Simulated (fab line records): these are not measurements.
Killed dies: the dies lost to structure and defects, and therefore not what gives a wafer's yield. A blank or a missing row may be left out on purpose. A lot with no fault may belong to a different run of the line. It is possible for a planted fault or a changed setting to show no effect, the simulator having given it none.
Split-lot experiment :: flow n5Finfet :: route with 1938 steps; 7 lots, 21 wafers read

ABOUT THE SPLIT
At N5_PASSIVATION_EXPOSE_27 (exposes mask PAD, defocus 0 nm), the setting doseMj was moved away from the recipe's 32.3 on 9 of the 21 wafers read, by -7.4% to +7.1%. The other wafers ran this setting at the recipe's value.

FROM THE SPLIT TO THE READING: what the file shows between them, 3 steps
- N5_PASSIVATION_PEB_28 (also split here: pebTimeS)
- N5_PASSIVATION_DEVELOP_29: develop time 60 s
- N5_PASSIVATION_HARDBAKE_31: time 120 s

THE READING
At N5_PASSIVATION_CD_MEAS_30: cdNm in nanometres, against a target cd of 4000 nm. Fault-free wafers of this fab line usually give 4000.4 nm, standard deviation 2.9 nm.

wafer: L088.3
tool, chamber at the split: krfScanner-01, 0
doseMj as run: 32.3
against the recipe: recipe
cdNm, nm: 3997.5
against lot-mates on the recipe: -

wafer: L088.5
tool, chamber at the split: krfScanner-01, 0
doseMj as run: 32.3
against the recipe: recipe
cdNm, nm: 3998.6
against lot-mates on the recipe: -

wafer: L088.6
tool, chamber at the split: krfScanner-01, 0
doseMj as run: 32.3
against the recipe: recipe
cdNm, nm: 3994.5
against lot-mates on the recipe: -

wafer: L089.2
tool, chamber at the split: krfScanner-02, 0
doseMj as run: 32.3
against the recipe: recipe
cdNm, nm: 3998.2
against lot-mates on the recipe: -

wafer: L089.5
tool, chamber at the split: krfScanner-02, 0
doseMj as run: 33.58
against the recipe: +4.0%
cdNm, nm: 4012.8
against lot-mates on the recipe: +14.6

wafer: L089.6
tool, chamber at the split: krfScanner-02, 0
doseMj as run: 33.58
against the recipe: +4.0%
cdNm, nm: 4015.5
against lot-mates on the recipe: +17.3

wafer: L090.4
tool, chamber at the split: krfScanner-02, 0
doseMj as run: 33.5
against the recipe: +3.7%
cdNm, nm: 4004.5
against lot-mates on the recipe: +5.6

wafer: L090.5
tool, chamber at the split: krfScanner-02, 0
doseMj as run: 32.3
against the recipe: recipe
cdNm, nm: 4002.1
against lot-mates on the recipe: -

wafer: L090.6
tool, chamber at the split: krfScanner-02, 0
doseMj as run: 32.3
against the recipe: recipe
cdNm, nm: 3995.8
against lot-mates on the recipe: -

wafer: L091.3
tool, chamber at the split: krfScanner-02, 0
doseMj as run: 33.85
against the recipe: +4.8%
cdNm, nm: 4003.7
against lot-mates on the recipe: +6.3

wafer: L091.4
tool, chamber at the split: krfScanner-02, 0
doseMj as run: 32.3
against the recipe: recipe
cdNm, nm: 3997.4
against lot-mates on the recipe: -

wafer: L091.5
tool, chamber at the split: krfScanner-02, 0
doseMj as run: 33.85
against the recipe: +4.8%
cdNm, nm: 4006.8
against lot-mates on the recipe: +9.4

wafer: L092.2
tool, chamber at the split: krfScanner-01, 0
doseMj as run: 34.6
against the recipe: +7.1%
cdNm, nm: 4007.5
against lot-mates on the recipe: +14.2

wafer: L092.4
tool, chamber at the split: krfScanner-01, 0
doseMj as run: 32.3
against the recipe: recipe
cdNm, nm: 3993.3
against lot-mates on the recipe: -

wafer: L092.5
tool, chamber at the split: krfScanner-01, 0
doseMj as run: 34.6
against the recipe: +7.1%
cdNm, nm: 4011.5
against lot-mates on the recipe: +18.2

wafer: L094.1
tool, chamber at the split: krfScanner-02, 0
doseMj as run: 32.3
against the recipe: recipe
cdNm, nm: 3998.9
against lot-mates on the recipe: -

wafer: L094.5
tool, chamber at the split: krfScanner-02, 0
doseMj as run: 32.3
against the recipe: recipe
cdNm, nm: 3991.7
against lot-mates on the recipe: -

wafer: L094.6
tool, chamber at the split: krfScanner-02, 0
doseMj as run: 32.3
against the recipe: recipe
cdNm, nm: 3998.0
against lot-mates on the recipe: -

wafer: L093.3
tool, chamber at the split: krfScanner-02, 0
doseMj as run: 32.3
against the recipe: recipe
cdNm, nm: 4005.6
against lot-mates on the recipe: -

wafer: L093.4
tool, chamber at the split: krfScanner-02, 0
doseMj as run: 29.9
against the recipe: -7.4%
cdNm, nm: 3990.4
against lot-mates on the recipe: -15.2

wafer: L093.5
tool, chamber at the split: krfScanner-02, 0
doseMj as run: 29.9
against the recipe: -7.4%
cdNm, nm: 3989.0
against lot-mates on the recipe: -16.6

FIT RESULTS
A straight line over all 21 wafers: cdNm changes by +1.61 nm for each +1% of doseMj; r = +0.82; the points scatter about the line by 4.4 nm.
The same after taking each lot's own level away (the mean of its wafers on the recipe; 21 wafers): +2.25 nm for each +1%; r = +0.94; scatter 3.2 nm.
According to that fit, moving doseMj by its largest amount changes the reading by 17 nm.
The span of the lots' own levels, 3993.30 to 4005.60 nm, comes to 4.2 times the standard deviation stated above.
Thus the slope moves with the lot-to-lot level: the two fits are different.
Check: for one of the wafers moved furthest among these (-7.4%), held out of the fit, the line's prediction against its lot-mates is -16.9 nm. It came out at -15.2 nm against them.

OTHER SPLITS APPLIED TO THESE WAFERS
These wafers also went through other splits before the reading. Each is held against what the fit with the lots' levels taken away leaves over:
other split on the same wafers: N5_BEOL_M13_ETCH_59 biasW
wafers away from the commonest value: 6
r with cdNm (lot level and that fit taken away): -0.10

other split on the same wafers: N5_BEOL_M15_EXPOSE_25 doseMj
wafers away from the commonest value: 10
r with cdNm (lot level and that fit taken away): -0.06

other split on the same wafers: N5_BEOL_M15_DESCUM_33 timeS
wafers away from the commonest value: 10
r with cdNm (lot level and that fit taken away): +0.18

other split on the same wafers: N5_MIM_BOT_ETCH_ETCH_04 timeS
wafers away from the commonest value: 5
r with cdNm (lot level and that fit taken away): -0.22

other split on the same wafers: N5_PASSIVATION_PEB_28 pebTimeS
wafers away from the commonest value: as run: not given for these wafers
r with cdNm (lot level and that fit taken away): -

THE FILE'S OWN FIT
cdNm changes by +2.24 nm for each +1% of doseMj, r = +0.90.
